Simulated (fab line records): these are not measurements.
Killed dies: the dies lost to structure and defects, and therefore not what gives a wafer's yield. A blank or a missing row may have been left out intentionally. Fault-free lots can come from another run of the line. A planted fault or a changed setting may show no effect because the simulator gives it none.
fab line records	flow n5-finfet
record: lots: 11	wafers: 30	last-day: 18
route steps=1938 shown BEOL_M12@1633 BEOL_M13@1659 PASSIVATION@1936
lots with no fault: from the same line, run without faults
start-h: the number of hours between the record's first day and the start of the first shown wafer of the lot	wait-h: how many hours have passed since the lot's step before this one	" unchanged from the row above	L1.1+2: a single row standing in for several wafers	- no value, or no start given	* or withheld: withheld	< > ~ a bound
route shown NAME@n: NAME is a module with steps in the file, n the number in the route of the first one	usual: the fault-free wafers' mean and standard deviation	same: alike in all rows	chamber/n: place in a boat	sites: readings site by site	_std_site: their standard deviation	_edge_site: outer sites' mean less inner sites'	radius-mm: how far each site lies from the wafer's centre	mask NAME#n: copy n	behind: the most recent tool/chamber to have shaped the wafer	hold: why the lot went on hold/how many hours it stayed there/how the hold came to an end	device: names the non-switching transistor (n, p or np)	end of line: the tests these same wafers got at the end of their route	a step given without rows: its recipe and nothing more	killed: dies that structure and defects cost at the first sort, which is not the same as the wafer's yield	map: shows each die of a wafer: x if killed, . if not, _ if none is there
set.NAME: setting as actually run; set.NAME@STEP: the setting as run at that earlier step	model.NAME: the simulator's own value behind a step, which no gauge read
a sample of lots followed through the steps of the route, with each step as a table and each wafer as a row
services: the hour from which a tool's chamber was out of use, counted from the record's first day as start-h (under 0 if before that day), plus the number of hours and why
== steps ==
step: N5_BEOL_M12_OVL_MEAS_29
recipe: points-per-wafer: 44
usual: M12_OVL: 7/5.4
lot.wafer	tool	chamber	start-h	wait-h	M12_OVL[nm]
L482.4	overlay-01	0	236.37	0.0	13
L482.5	"	0	"	"	-3
L482.6	"	0	"	"	0
L483.2	overlay-02	0	244.88	0.0	3
L483.4	"	0	"	"	0
L483.6	"	0	"	"	6
L485.1	overlay-02	0	248.56	0.0	10
L485.2	"	0	"	"	3
L485.5	"	0	"	"	11
L484.2	overlay-02	0	252.93	0.0	2
L484.3	"	0	"	"	10
L484.5	"	0	"	"	14
L487.3	overlay-02	0	280.75	0.0	4
L487.4	"	0	"	"	11
L487.5	"	0	"	"	3
L486.2	overlay-01	0	281.36	0.0	16
L486.6	"	0	"	"	10
L494.3	overlay-01	0	316.51	0.0	14
L494.6	"	0	"	"	4
L496.2	overlay-01	0	322.58	0.0	15
L496.3	"	0	"	"	5
L499.1	overlay-02	0	354.53	0.0	17
L499.2	"	0	"	"	10
L499.3	"	0	"	"	14
L500.1	overlay-01	0	354.92	0.0	0
L500.2	"	0	"	"	12
L500.3	"	0	"	"	9
L503.2	overlay-01	0	385.46	0.0	11
L503.3	"	0	"	"	16
L503.4	"	0	"	"	13
step: N5_BEOL_M12_SPUTTER_44
recipe: material: Ta	target-thk-a: 100	temp-c: 50	bias-v: 80	power-w: 15000	chamber-pressure-pa: 0.07	time-s: 16.13
usual: bias-v: 80.0/0.87	throttle-valve-pct: 29.6/1.2
lot.wafer	tool	chamber	start-h	wait-h	bias-v	throttle-valve-pct
L482.4	pvd-sputter-02	-	239.13	0.0	78.8	31.0
L482.5	"	-	"	"	78.9	31.0
L482.6	"	-	"	"	80.1	28.1
L483.2	pvd-sputter-01	-	246.63	0.0	80.3	28.2
L483.4	"	-	"	"	81.5	28.0
L483.6	"	-	"	"	82.6	28.2
L485.1	pvd-sputter-02	-	250.49	0.0	79.8	31.0
L485.2	"	-	"	"	79.6	29.0
L485.5	"	-	"	"	80.0	29.0
L484.2	pvd-sputter-01	-	259.12	0.0	79.3	31.0
L484.3	"	-	"	"	79.8	28.1
L484.5	"	-	"	"	80.8	28.5
L487.3	pvd-sputter-02	-	281.93	0.0	80.2	31.3
L487.4	"	-	"	"	79.4	30.7
L487.5	"	-	"	"	80.1	29.0
L486.2	pvd-sputter-01	-	284.68	0.0	80.3	29.7
L486.6	"	-	"	"	80.4	31.1
L494.3	pvd-sputter-01	-	318.92	0.0	79.6	28.5
L494.6	"	-	"	"	78.7	31.2
L496.2	pvd-sputter-01	-	325.89	0.0	79.1	28.0
L496.3	"	-	"	"	80.8	31.1
L499.1	pvd-sputter-02	-	356.14	0.0	81.3	30.7
L499.2	"	-	"	"	79.9	28.8
L499.3	"	-	"	"	80.6	30.9
L500.1	pvd-sputter-02	-	356.46	0.0	78.9	29.2
L500.2	"	-	"	"	80.0	27.9
L500.3	"	-	"	"	80.3	31.0
L503.2	pvd-sputter-03	-	387.35	0.0	80.7	30.6
L503.3	"	-	"	"	79.8	30.9
L503.4	"	-	"	"	81.4	30.4
step: N5_BEOL_M12_CMP_49
recipe: stop-on: SiOC	t-overpolish-s: 20.6	down-force-psi: 1	platen-rpm: 50	clearing-platen-down-force-psi: 1.5	clearing-platen-rpm: 50	post-cmp-clean: cu-alkaline	target-thk-nm: 320	clearing-platen-pad-velocity-m-s: 0.99484	pad-velocity-m-s: 0.99484
usual: barrier-field-endpoint-s: 30.1/0.73	motor-current-A: 6.2/0.93	slurry-filter-dp-kPa: 13.50/0.13
lot.wafer	tool	chamber	start-h	wait-h	barrier-field-endpoint-s	motor-current-A	slurry-filter-dp-kPa
L482.4	cmp-04	2	239.86	0.2	31.1	5.3	13.51
L482.6	"	0	"	"	30.0	5.6	13.63
L482.5	"	1	"	"	31.0	5.2	13.69
L483.2	cmp-01	3	248.20	0.3	30.1	6.7	13.49
L483.4	"	0	"	"	29.2	6.4	13.55
L483.6	"	2	"	"	29.8	7.7	13.57
L485.2	cmp-04	0	251.21	0.3	29.4	5.7	13.38
L485.1	"	1	"	"	31.0	5.1	13.51
L485.5	"	2	"	"	31.2	5.3	13.65
L484.2	cmp-01	2	259.83	0.3	30.0	7.6	13.64
L484.3	"	3	"	"	28.8	6.0	13.82
L484.5	"	1	"	"	29.7	7.4	13.71
L487.3	cmp-03	0	282.57	0.2	30.6	5.5	13.44
L487.4	"	3	"	"	30.9	6.3	13.52
L487.5	"	1	"	"	30.7	6.3	13.42
L486.2	cmp-04	3	285.37	0.2	29.7	6.5	13.57
L486.6	"	3	"	"	28.9	6.3	13.48
L494.3	cmp-01	3	319.60	0.2	37.6	6.3	13.39
L494.6	"	2	"	"	29.3	7.5	13.44
L496.2	cmp-01	1	326.72	0.3	29.8	7.5	13.62
L496.3	"	2	"	"	37.4	7.9	13.28
L499.2	cmp-03	3	356.82	0.2	29.3	6.2	13.53
L499.3	"	0	"	"	29.6	5.3	13.20
L499.1	"	1	"	"	30.4	6.0	13.58
L500.3	cmp-01	1	357.14	0.2	29.7	7.3	13.61
L500.1	"	2	"	"	29.8	8.3	13.39
L500.2	"	3	"	"	29.7	6.2	13.24
L503.3	cmp-01	3	388.03	0.2	30.4	6.5	13.72
L503.4	"	0	"	"	29.6	6.5	13.63
L503.2	"	2	"	"	30.3	8.3	13.64
step: N5_BEOL_M13_ILD_DEP_00
recipe: material: SiOC	target-thk-a: 8379.2	temp-c: 350	precursor: DEMS/O2	pressure-torr: 5	rf-w: 500	time-s: 166.4
usual: heater-power-outer-w: 306/54	heater-power-w: 537/75	showerhead-plenum-p-Torr: 5.700/0.018	throttle-valve-pct: 11.5/0.55
lot.wafer	tool	chamber	start-h	wait-h	heater-power-outer-w	heater-power-w	showerhead-plenum-p-Torr	throttle-valve-pct
L482.4	pecvd-01	2	240.33	0.1	327	516	5.666	11.0
L482.5	"	0	"	"	331	539	5.724	11.2
L482.6	"	1	"	"	239	474	5.698	12.3
L483.2	pecvd-03	1	248.64	0.0	228	399	5.695	12.3
L483.4	"	1	"	"	250	443	5.706	12.5
L483.6	"	2	"	"	375	683	5.718	11.1
L485.1	pecvd-02	0	251.61	0.0	233	503	5.705	11.7
L485.2	"	2	"	"	261	470	5.695	10.9
L485.5	"	2	"	"	306	522	5.695	10.9
L484.2	pecvd-01	2	260.24	0.0	370	551	5.655	10.7
L484.3	"	0	"	"	334	543	5.712	11.4
L484.5	"	2	"	"	392	594	5.677	10.8
L487.3	pecvd-03	2	283.05	0.0	332	624	5.708	11.5
L487.4	"	1	"	"	249	440	5.705	12.1
L487.5	"	2	"	"	349	663	5.718	11.4
L486.2	pecvd-01	2	285.81	0.0	319	508	5.659	10.8
L486.6	"	0	"	"	338	566	5.727	11.4
L494.3	pecvd-01	2	320.04	0.0	370	567	5.678	11.0
L494.6	"	1	"	"	283	541	5.703	12.3
L496.2	pecvd-01	1	327.13	0.0	288	561	5.690	12.6
L496.3	"	2	"	"	408	599	5.673	11.2
L499.1	pecvd-02	1	357.29	0.0	307	553	5.700	12.2
L499.2	"	0	"	"	258	548	5.703	11.8
L499.3	"	2	"	"	325	561	5.690	11.0
L500.1	pecvd-02	2	357.58	0.0	323	560	5.702	10.7
L500.2	"	0	"	"	277	575	5.702	11.9
L500.3	"	1	"	"	306	570	5.703	12.5
L503.2	pecvd-01	0	388.51	0.0	301	501	5.712	11.1
L503.3	"	2	"	"	380	587	5.668	11.1
L503.4	"	1	"	"	237	482	5.701	12.3
step: N5_BEOL_M13_THK_MEAS_01
recipe: reads: SiOC_of_BEOL_M13_ILD_DEP_00
usual: M13_ILD_THK: 837/9.9
lot.wafer	tool	chamber	start-h	wait-h	M13_ILD_THK[nm]
L482.4	film-metro-01	-	240.42	0.0	836
L482.5	"	-	"	"	832
L482.6	"	-	"	"	834
L483.2	film-metro-01	-	248.79	0.1	834
L483.4	"	-	"	"	834
L483.6	"	-	"	"	851
L485.1	film-metro-01	-	251.76	0.1	833
L485.2	"	-	"	"	818
L485.5	"	-	"	"	830
L484.2	film-metro-01	-	260.39	0.1	832
L484.3	"	-	"	"	826
L484.5	"	-	"	"	846
L487.3	film-metro-01	-	283.20	0.1	838
L487.4	"	-	"	"	849
L487.5	"	-	"	"	850
L486.2	film-metro-01	-	285.97	0.1	839
L486.6	"	-	"	"	843
L494.3	film-metro-02	-	320.21	0.1	815
L494.6	"	-	"	"	836
L496.2	film-metro-02	-	327.28	0.1	822
L496.3	"	-	"	"	838
L499.1	film-metro-01	-	357.44	0.1	834
L499.2	"	-	"	"	828
L499.3	"	-	"	"	818
L500.1	film-metro-02	-	357.73	0.1	819
L500.2	"	-	"	"	827
L500.3	"	-	"	"	837
L503.2	film-metro-02	-	388.66	0.1	826
L503.3	"	-	"	"	834
L503.4	"	-	"	"	833
step: N5_PASSIVATION_PROBE_49
usual: defect-limited-yield: 91.0/1.5	killed_at_M0_to_M3: 33/9.4	killed_at_M4_up: 14/4.8	killed-at-contacts: 13/7.3	killed-at-front-end: 43/13	killed-at-other: 3.6/2.9	killed-dies: 106/18	killed-open: 69/13	killed-short: 35/8.2	sort_bin_5_function: 5.3/1	sort_bin_6_memory: 3.3/0.68	sort-n-pass: 1074/18	sort-yield-pct: 91.0/1.5
same: gross-dies: 1180	killed-at-back-side: 0	sort_bin_4_leakage[%]: 0	sort_bin_8_speed[%]: 0
lot.wafer	tool	chamber	start-h	wait-h	defect-limited-yield[%]	killed_at_M0_to_M3	killed_at_M4_up	killed-at-contacts	killed-at-front-end	killed-at-other	killed-dies	killed-open	killed-short	sort_bin_5_function[%]	sort_bin_6_memory[%]	sort-n-pass	sort-yield-pct[%]
L482.4	prober-02	-	277.23	0.4	91.2	20	11	25	45	3	104	67	37	5.3	3.0	1076	91.2
L482.5	prober-02	-	277.28	0.4	90.8	47	11	14	34	2	108	75	33	5.1	3.9	1072	90.8
L482.6	prober-02	-	277.33	0.5	91.2	50	10	8	36	0	104	66	36	5.1	3.3	1076	91.2
L487.3	prober-01	-	317.13	0.1	95.4	19	11	1	23	0	54	35	19	3.1	1.4	1126	95.4
L487.4	prober-01	-	317.18	0.2	95.1	22	10	0	25	1	58	36	20	3.6	1.1	1122	95.1
L487.5	prober-01	-	317.23	0.2	93.1	19	13	9	35	5	81	62	19	4.0	2.5	1099	93.1
L494.3	prober-01	-	356.24	0.1	87.5	44	14	6	79	4	147	99	48	7.9	4.0	1033	87.5
L494.6	prober-01	-	356.39	0.3	89.4	34	14	12	65	0	125	91	32	6.2	4.1	1055	89.4
L496.2	prober-02	-	360.79	0.1	91.5	28	16	14	40	2	100	78	21	4.7	3.4	1080	91.5
L496.3	prober-02	-	360.84	0.1	90.8	43	3	23	38	1	108	51	48	5.1	3.4	1072	90.8
killed by level:class
L482.4 MOL_CONTACT_COAG:geometric-particle:open=21 STI_FIN_REVEAL:geometric-particle:open=8 FIN_SAQP:geometric-particle:short=7 DUMMY_GATE:geometric-particle:open=7 FIN_SAQP:geometric-particle:open=6 BEOL_M0_SAQP:geometric-particle:short=6 GATE_CUT:geometric-particle:short=6 BEOL_M4:geometric-particle:open=5
L482.5 STI_FIN_REVEAL:geometric-particle:open=14 BEOL_M0:geometric-particle:short=13 MOL_CONTACT_COAG:geometric-particle:open=12 BEOL_M3:geometric-particle:open=12 BEOL_M2:geometric-particle:open=7 BEOL_M0_SAQP:geometric-particle:open=6 FIN_SAQP:geometric-particle:short=4 BEOL_M0_SAQP:geometric-particle:short=4
L482.6 STI_FIN_REVEAL:geometric-particle:open=18 BEOL_M0_SAQP:geometric-particle:short=12 BEOL_M2:geometric-particle:open=12 BEOL_M0:geometric-particle:open=9 MOL_CONTACT_COAG:geometric-particle:open=5 BEOL_M0_SAQP:geometric-particle:open=4 STARTING-WAFER:geometric-particle:short=3 DUMMY_GATE:geometric-particle:open=3
L487.3 BEOL_M0_SAQP:geometric-particle:short=6 FIN_SAQP:geometric-particle:open=5 BEOL_M4:geometric-particle:open=5 GATE_CUT:geometric-particle:open=4 BEOL_M0_SAQP:geometric-particle:open=4 ILD0:geometric-particle:open=3 GATE_CUT:geometric-particle:short=3 BEOL_M0:geometric-particle:open=3
L487.4 BEOL_M2:geometric-particle:open=8 FIN_SAQP:geometric-particle:open=5 BEOL_M4:geometric-particle:open=5 FIN_SAQP:geometric-particle:short=4 GATE_CUT:geometric-particle:open=4 BEOL_M0_SAQP:geometric-particle:short=4 BEOL_M0:geometric-particle:open=3 BEOL_M1:geometric-particle:open=3
L487.5 FIN_SAQP:geometric-particle:open=11 MOL_CONTACT_COAG:geometric-particle:open=8 STI_FIN_REVEAL:geometric-particle:open=7 BEOL_M1:geometric-particle:open=6 BEOL_M4:geometric-particle:open=5 BEOL_M0:geometric-particle:open=4 FIN_SAQP:geometric-particle:short=3 BEOL_M0_SAQP:geometric-particle:open=3
L494.3 FIN_SAQP:geometric-particle:open=30 STI_FIN_REVEAL:geometric-particle:open=15 FIN_SAQP:geometric-particle:short=14 BEOL_M0_SAQP:geometric-particle:short=10 BEOL_M3:geometric-particle:open=9 DUMMY_GATE:geometric-particle:open=7 BEOL_M4:geometric-particle:open=7 BEOL_M1:geometric-particle:open=6
L494.6 FIN_SAQP:geometric-particle:open=12 BEOL_M3:geometric-particle:open=12 DUMMY_GATE:geometric-particle:open=11 FIN_SAQP:geometric-particle:short=10 MOL_CONTACT_COAG:geometric-particle:open=10 STI_FIN_REVEAL:geometric-particle:open=9 BEOL_M1:geometric-particle:open=6 BEOL_M5:geometric-particle:open=6
L496.2 FIN_SAQP:geometric-particle:open=11 BEOL_M0_SAQP:geometric-particle:open=11 MOL_CONTACT_COAG:geometric-particle:open=11 STI_FIN_REVEAL:geometric-particle:open=8 FIN_SAQP:geometric-particle:short=7 BEOL_M2:geometric-particle:open=6 STARTING-WAFER:geometric-particle:open=4 BEOL_M0_SAQP:geometric-particle:short=4
L496.3 MOL_CONTACT_COAG:geometric-particle:open=16 BEOL_M0_SAQP:geometric-particle:short=16 FIN_SAQP:geometric-particle:short=13 BEOL_M0_SAQP:geometric-particle:open=9 MOL_CONTACT_COAG:geometric-particle:short=7 BEOL_M2:geometric-particle:open=6 HKMG_FIN:area-etch=6 FIN_SAQP:geometric-particle:open=5
== services ==
tool	chamber	start-h	hours	kind
cmp-03	-	217.35	4.0	repair
cmp-03	-	227.05	4.2	repair
pecvd-03	2	248.24	-	calibration
pecvd-01	-	255.43	0.8	repair
pecvd-03	0	272.97	3.5	repair
pvd-sputter-02	-	288.76	8.9	repair
cmp-04	-	289.99	2.2	pm
cmp-04	-	295.23	1.3	repair
cmp-03	-	297.84	1.4	repair
cmp-01	-	302.21	1.4	repair
pecvd-03	1	319.66	12.4	repair
pvd-sputter-01	-	326.48	1.0	repair
cmp-03	-	329.41	1.3	repair
pecvd-01	-	330.04	1.3	repair
cmp-04	-	332.19	4.0	pm
cmp-04	-	336.19	-	consumable-replace:conditioner
cmp-04	-	336.19	-	consumable-replace:pad
pecvd-03	0	339.32	30.1	repair
pecvd-02	1	340.19	2.1	scheduled-down
pecvd-02	2	350.54	5.5	scheduled-down
cmp-04	-	350.68	1.3	repair
pecvd-02	2	365.59	2.1	scheduled-down
pvd-sputter-01	-	367.91	3.0	repair
cmp-03	-	368.18	1.9	repair
== key ==
first-sign: step: N5_BEOL_M12_CMP_49	reading: barrier-field-endpoint-s	direction: up	sigmas: 10	usual: 30.1	struck: 37.5
effect none on later readings
met-at N5_BEOL_M12_SPUTTER_44
struck-lots L494,L496
struck-wafers L494.3,L496.3
not-acting-at N5_BEOL_M12_OVL_MEAS_29,N5_BEOL_M13_ILD_DEP_00,N5_BEOL_M13_THK_MEAS_01
onset-between 284.68 318.92
fault: kind: process-parameter-drift	tool: pvd-sputter-01	chamber: -	onset-h: 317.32	steps: N5_BEOL_M12_SPUTTER_44	channel: time-s	offset: *	shape: step	end-h: 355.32	scope: struck-wafers-only	acts-in: *	stated: *
